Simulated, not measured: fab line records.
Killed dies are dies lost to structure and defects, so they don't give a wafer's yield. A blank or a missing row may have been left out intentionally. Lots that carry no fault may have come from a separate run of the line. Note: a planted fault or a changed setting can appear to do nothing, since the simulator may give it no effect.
Matching of chambers -- flow n5-finfet -- ald-metal-03 running N5_HKMG_FIN_ALD_79: 4 sister chambers
The step deposits TiN, target thk 1.5 nm, pulse time 1 s, purge time 3 s. 4 wafers are shown with their chamber, then 8 later ones without.

EACH WAFER AND ITS CHAMBER
wafer,chamber,heater-power-w (W)
L085.2,0,997
L085.3,1,754
L085.4,3,772
L091.1,2,857

WAFERS WHOSE CHAMBER IS MISSING
wafer,heater-power-w (W)
L091.3,1026
L091.6,765
L092.1,875
L092.2,755
L092.6,859
L095.4,1021
L095.5,744
L095.6,858

CHAMBER TAKEN BY EACH
wafer,from the rows above,in truth
L091.3,0,0
L091.6,can't be placed: 3 or 1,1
L092.1,2,2
L092.2,can't be placed: 1 or 3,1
L092.6,2,2
L095.4,0,0
L095.5,can't be placed: 1 or 3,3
L095.6,2,2
Correct placement for 5 of the 8. Not placeable from these rows: 3 (in 3, the candidates include the true chamber). 0 placed wrongly.
How it was worked out, from the rows above alone: a wafer's distance from a chamber is the root of the sum, over the readings, of the square of ((its reading less the chamber's mean) divided by the reading's scatter). If the next closest chamber is less than 2 further off than the closest, the wafer can't be placed; otherwise it belongs to the closest. For every chamber, the mean is computed from those of its wafers that are shown. The scatter (one wafer shown for each chamber): square how far every hidden wafer sits from the nearest shown wafer, average those squares and take the square root.
